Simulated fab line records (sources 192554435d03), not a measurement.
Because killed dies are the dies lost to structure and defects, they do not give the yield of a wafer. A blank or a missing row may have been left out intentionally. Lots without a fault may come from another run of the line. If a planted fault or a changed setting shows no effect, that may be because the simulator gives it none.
Lot-split experiment :: flow n5-finfet :: route with 1938 steps; 7 lots, 21 wafers read

== ON THE SPLIT ==
At N5_BEOL_M2_ETCH_69 (etches SiARC in CF4, target depth 15.6 nm, time 26 s), the setting bias-w was moved away from the recipe's 36 W on 7 of the 21 wafers read, by -14.2% to +12.3%. All remaining wafers had this setting at the recipe value.

The reading comes from the split's own step.

== THE READING ==
rf-vpp-V, in V, at N5_BEOL_M2_ETCH_69 (etches SiARC in CF4, target depth 15.6 nm, time 26 s). A value of 184.2 V with a standard deviation of 1.1 V is what fault-free wafers of this fab line usually give.

wafer: L077.1
tool, chamber at the split: rie-diel-01, 3
bias-w as run, W: 40.44
against the recipe: +12.3%
rf-vpp-V, V: 198.3
against lot-mates on the recipe: +13.7

wafer: L077.2
tool, chamber at the split: rie-diel-01, 1
bias-w as run, W: 40.44
against the recipe: +12.3%
rf-vpp-V, V: 198.2
against lot-mates on the recipe: +13.6

wafer: L077.6
tool, chamber at the split: rie-diel-01, 0
bias-w as run, W: 36
against the recipe: recipe
rf-vpp-V, V: 184.6
against lot-mates on the recipe: -

wafer: L079.2
tool, chamber at the split: rie-diel-06, 1
bias-w as run, W: 36
against the recipe: recipe
rf-vpp-V, V: 183.7
against lot-mates on the recipe: -

wafer: L079.4
tool, chamber at the split: rie-diel-06, 2
bias-w as run, W: 36
against the recipe: recipe
rf-vpp-V, V: 184.2
against lot-mates on the recipe: -

wafer: L079.6
tool, chamber at the split: rie-diel-06, 1
bias-w as run, W: 36
against the recipe: recipe
rf-vpp-V, V: 184.3
against lot-mates on the recipe: -

wafer: L080.3
tool, chamber at the split: rie-diel-01, 1
bias-w as run, W: 38.93
against the recipe: +8.1%
rf-vpp-V, V: 192.0
against lot-mates on the recipe: +8.1

wafer: L080.4
tool, chamber at the split: rie-diel-01, 1
bias-w as run, W: 36
against the recipe: recipe
rf-vpp-V, V: 183.7
against lot-mates on the recipe: -

wafer: L080.6
tool, chamber at the split: rie-diel-01, 3
bias-w as run, W: 36
against the recipe: recipe
rf-vpp-V, V: 184.2
against lot-mates on the recipe: -

wafer: L081.1
tool, chamber at the split: rie-diel-06, 0
bias-w as run, W: 36
against the recipe: recipe
rf-vpp-V, V: 185.3
against lot-mates on the recipe: -

wafer: L081.2
tool, chamber at the split: rie-diel-06, 1
bias-w as run, W: 38.3
against the recipe: +6.4%
rf-vpp-V, V: 191.7
against lot-mates on the recipe: +6.2

wafer: L081.3
tool, chamber at the split: rie-diel-06, 2
bias-w as run, W: 36
against the recipe: recipe
rf-vpp-V, V: 185.6
against lot-mates on the recipe: -

wafer: L083.1
tool, chamber at the split: rie-diel-06, 3
bias-w as run, W: 30.89
against the recipe: -14.2%
rf-vpp-V, V: 165.5
against lot-mates on the recipe: -18.5

wafer: L083.3
tool, chamber at the split: rie-diel-06, 2
bias-w as run, W: 30.89
against the recipe: -14.2%
rf-vpp-V, V: 166.4
against lot-mates on the recipe: -17.6

wafer: L083.6
tool, chamber at the split: rie-diel-06, 1
bias-w as run, W: 36
against the recipe: recipe
rf-vpp-V, V: 184.0
against lot-mates on the recipe: -

wafer: L085.2
tool, chamber at the split: rie-diel-01, 2
bias-w as run, W: 39.86
against the recipe: +10.7%
rf-vpp-V, V: 195.0
against lot-mates on the recipe: +11.3

wafer: L085.4
tool, chamber at the split: rie-diel-01, 0
bias-w as run, W: 36
against the recipe: recipe
rf-vpp-V, V: 184.3
against lot-mates on the recipe: -

wafer: L085.6
tool, chamber at the split: rie-diel-01, 1
bias-w as run, W: 36
against the recipe: recipe
rf-vpp-V, V: 183.1
against lot-mates on the recipe: -

wafer: L096.4
tool, chamber at the split: rie-diel-02, 2
bias-w as run, W: 36
against the recipe: recipe
rf-vpp-V, V: 184.4
against lot-mates on the recipe: -

wafer: L096.5
tool, chamber at the split: rie-diel-02, 1
bias-w as run, W: 36
against the recipe: recipe
rf-vpp-V, V: 185.4
against lot-mates on the recipe: -

wafer: L096.6
tool, chamber at the split: rie-diel-02, 3
bias-w as run, W: 36
against the recipe: recipe
rf-vpp-V, V: 186.1
against lot-mates on the recipe: -

THE FIT
A straight line over all 21 wafers: rf-vpp-V changes by +1.18 V for each +1% of bias-w; r = +0.99; the points scatter about the line by 1.1 V.
The same after taking each lot's own level away (the mean of its wafers on the recipe; 21 wafers): +1.17 V for each +1%; r = +1.00; scatter 0.73 V.
On that fit, the largest move of bias-w shifts the reading by 17 V.
The span of the lots' own levels, 183.70 to 185.45 V, comes to 1.6 times the standard deviation stated above.
So the lot-to-lot level changes the slope little: the two slopes agree.
Check: with one of the wafers moved furthest among these (-14.2%) left out of the fit, the line predicts -16.3 V for it against its lot-mates. Against them it came out at -18.5 V.
Tool readings at the split's step, against how far the setting was moved: rf-vpp-V r = +0.99.

== THESE WAFERS: OTHER SPLITS ==
Note: prior to the reading, these wafers also went through further splits. Each is held against what the fit with the lots' levels taken away leaves over:
other split on the same wafers: N5_BEOL_M1_COAT_61 spin-rpm
wafers away from the commonest value: 7
r with rf-vpp-V (lot level and that fit taken away): +0.21

other split on the same wafers: N5_BEOL_M1_COAT_62 spin-rpm
wafers away from the commonest value: 7
r with rf-vpp-V (lot level and that fit taken away): -0.30

== THE FILE'S OWN FIT ==
rf-vpp-V changes by +1.13 V for each +1% of bias-w, r = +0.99.
